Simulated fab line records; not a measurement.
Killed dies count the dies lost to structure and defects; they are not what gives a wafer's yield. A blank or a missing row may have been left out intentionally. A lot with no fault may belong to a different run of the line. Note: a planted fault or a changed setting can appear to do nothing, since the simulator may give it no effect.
Comparing a struck lot with a sound one || flow n5 finfet || 38 out of 1938 route steps
Sound: the wafers L591.2, L591.4, L591.6. The struck wafers were L581.1, L581.5, L581.6. The cause comes at the end.
Each step with rows lists, per side, the tool, then ch with its chambers, then its first start. Under that, the readings that differ: sound wafers || struck wafers || difference of the means || sigmas: that difference in standard deviations of wafers without a fault.
alike: words and numbers the same on both sides, and readings whose means are apart by under 2 such deviations; not compared: readings that were withheld, readings missing a value for some wafer, numbers with overlapping values and no deviation given by the record, and bounds like >300 which may hide the same value.
Wherever a step has rows on one side only, a row that says differs or no value, or a row with sigmas, the two part there. Non-overlapping numbers with no deviation appear without sigmas and do not part them. A reading that every wafer of one side lacks parts them only if that side has two wafers or more.

first, 9 steps without rows for these wafers: N5_BEOL_M0_CUTY_SOFTBAKE_53 (time 60 s); N5_BEOL_M0_CUTY_EXPOSE_54 (exposes mask M0 ABLK); N5_BEOL_M0_CUTY_PEB_55 (peb time 60 s); N5_BEOL_M0_CUTY_DEVELOP_56 (develop time 30 s); N5_BEOL_M0_CUTY_DESCUM_61 (chemistry O2, time 7.9 s); N5_BEOL_M0_CUTY_ETCH_62 (etches SiARC in CF4, time 58.5 s); N5_BEOL_M0_CUTY_ETCH_63 (etches SOC in N2/H2, target depth 82.7 nm, overetch 16.5 nm, time 124 s); N5_BEOL_M0_CUTY_STRIP_64 (strips in N2/H2); N5_BEOL_M0_ETCH_138 (etches SiCN in CH3F/O2, target depth 12 nm, time 31.6 s).
N5_BEOL_M0_HM_OPEN_105: chemistry Cl2/BCl3, target TiN, target depth 12 nm.
  sound on rie metal-03 ch 0,1, day 10 20:56; struck on rie metal-03 ch 0,1, day 8 18:25
  alike: bcl3 flow sccm, drypump motor current A, oes product au, rf fwd power W, throttle valve pct
  not compared: rf hours counter h
then, 27 steps without rows for these wafers: N5_BEOL_M0_STRIP_140 (strips in CF4); N5_BEOL_M0_STRIP_104 (strips in N2/H2); N5_BEOL_M0_WET_ETCH_106 (etches SiO2 in DHF, target depth 130 nm, rinse time 30 s); N5_BEOL_M0_ETCH_128 (etches SiCN in CF4/N2, target depth 12 nm, overetch 5.1 nm, time 21.4 s); N5_BEOL_M0_TRENCH_ETCH_107 (etches SiOC in C4F6/O2, target depth 32.8 nm, time 16.4 s); N5_BEOL_M0_STRIP_142 (strips in N2/H2, time 10 s); N5_BEOL_M0_HM_STRIP_129 (strips TiN in peroxide tin strip, target depth 17 nm, time 108 s); N5_BEOL_M0_SRD_130 (time 30 s); N5_BEOL_M0_ETCH_109 (etches SiCN in CH3F/O2, target depth 8 nm, overetch 2.4 nm, time 27.4 s); N5_BEOL_M0_STRIP_139 (strips in post etch residue remover, time 60 s); N5_BEOL_M0_SRD_111 (time 30 s); N5_BEOL_M0_DEGAS_112 (time 60 s); N5_BEOL_M0_PRE_CLEAN_113 (time 30 s); N5_BEOL_M0_ALD_136 (deposits TaN, pulse time 2 s, purge time 3 s, co reactant purge time 2 s); N5_BEOL_M0_SURFACE_TREAT_137; N5_BEOL_M0_CVD_115 (deposits Co from CCTBA/H2, time 120 s); N5_BEOL_M0_SPUTTER_116 (material Cu, target thk 4 nm, time 7.37 s); N5_BEOL_M0_ANNEAL_117 (time 60 s); N5_BEOL_M0_SPUTTER_132 (material Cu, target thk 4 nm, time 7.37 s); N5_BEOL_M0_ANNEAL_133 (time 60 s); N5_BEOL_M0_SPUTTER_134 (material Cu, target thk 4 nm, time 7.37 s); N5_BEOL_M0_ANNEAL_135 (time 60 s); N5_BEOL_M0_SPUTTER_141 (material Cu, target thk 4 nm, time 7.37 s); N5_BEOL_M0_ECD_118 (material Cu, target thk 300 nm); N5_BEOL_M0_ANNEAL_119 (time 90 s); N5_BEOL_M0_CMP_120 (polishes, stops on SiOC, t overpolish 6.9 s); N5_BEOL_M0_PRE_CLEAN_131 (time 15 s).
-- the record jumps here: 7 days lie between the struck wafers' starts before and after (it left off in module BEOL_M0 and takes up again in module PASSIVATION, whose first step shown is number 1936 of the route) --
N5_PASSIVATION_PROBE_49:
  only the struck wafers here have rows in the record (prober-01, day 15 15:06); the sound ones have none

== WHERE THEY PART ==
Within this record, at N5_PASSIVATION_PROBE_49 only.

WHY: the cause the simulator had injected
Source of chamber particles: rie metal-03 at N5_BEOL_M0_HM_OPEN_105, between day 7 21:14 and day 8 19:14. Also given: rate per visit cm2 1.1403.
